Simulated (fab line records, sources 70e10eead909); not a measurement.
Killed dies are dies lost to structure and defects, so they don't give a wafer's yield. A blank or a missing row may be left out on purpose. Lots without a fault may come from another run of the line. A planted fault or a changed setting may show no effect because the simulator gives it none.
A struck lot beside a sound one | flow nand_harc | 14 steps out of a route of 1159
Sound: wafers L460.2, L460.3, L460.4. Struck: wafers L467.4, L467.5, L467.6. The cause comes at the end.
At each step with rows: each side's tool, then ch and its chambers, then its first start. Under that, the readings that differ: sound wafers | struck wafers | difference of the means | sigmas: that difference in standard deviations of wafers without a fault.
alike: readings whose means differ by less than 2 such deviations, and words and numbers that are the same on both sides. not compared: withheld readings, readings that some wafer has no value for, bounds like >300 that may hide the same value, and numbers for which the record gives no deviation and whose values overlap.
The two part at a step that has a row with sigmas, a row that says differs or no value, or rows on one side only. Numbers that don't overlap but have no deviation are shown without sigmas and don't part them. A reading that every wafer of one side lacks parts them only if that side has two wafers or more.

first, 1 step without rows for these wafers: NHARC_P_ZERO_WELL_HARDBAKE_25 (time 80 s).
NHARC_P_ZERO_WELL_DESCUM_26: chemistry O2, time 3 s.
  sound on rie_diel-07 ch 0,1,2, day 4 20:32; struck on rie_diel-08 ch 1,2,3, day 6 14:47
  reading                | sound       | struck | difference                    | sigmas
  rf_hours_counter_h (h) | 5.4 2.8 4.3 | - - -  | no value on the struck wafers |
  alike: drypump_motor_current_A, oes_product_au, rf_vpp_V, showerhead_plenum_p_Torr, throttle_valve_pct
then, 10 steps without rows for these wafers: NHARC_P_ZERO_WELL_IMPLANT_27; NHARC_P_ZERO_WELL_IMPLANT_57; NHARC_P_ZERO_WELL_IMPLANT_58; NHARC_P_ZERO_WELL_STRIP_28 (strips in SPM, time 840 s); NHARC_P_ZERO_WELL_DEHYDRATE_29 (time 120 s); NHARC_P_ZERO_WELL_HMDS_30 (time 30 s); NHARC_P_ZERO_WELL_COAT_31; NHARC_P_ZERO_WELL_SOFTBAKE_32 (time 95 s); NHARC_P_ZERO_WELL_EBR_33; NHARC_P_ZERO_WELL_EXPOSE_34 (exposes mask P PWELL, target cd 720 nm).
NHARC_P_ZERO_WELL_PEB_35: peb time 85 s.
  sound on litho_track-03 ch 0, day 4 21:49; struck on litho_track-03 ch 0, day 6 16:10
  reading                  | sound                | struck               | difference | sigmas
  heater_power_total_W (W) | 164.40 164.29 164.04 | 162.19 162.61 162.76 | -1.72      | -6
  plate_temp_C (C)         | 117.95 118.02 117.90 | 117.13 117.23 117.32 | -0.73      | -6
then, 1 step without rows for these wafers: NHARC_P_ZERO_WELL_DEVELOP_36 (time 70 s).

WHERE THEY PART
First at NHARC_P_ZERO_WELL_DESCUM_26; last, within this record, at NHARC_P_ZERO_WELL_PEB_35.

WHY: what the simulator had put in
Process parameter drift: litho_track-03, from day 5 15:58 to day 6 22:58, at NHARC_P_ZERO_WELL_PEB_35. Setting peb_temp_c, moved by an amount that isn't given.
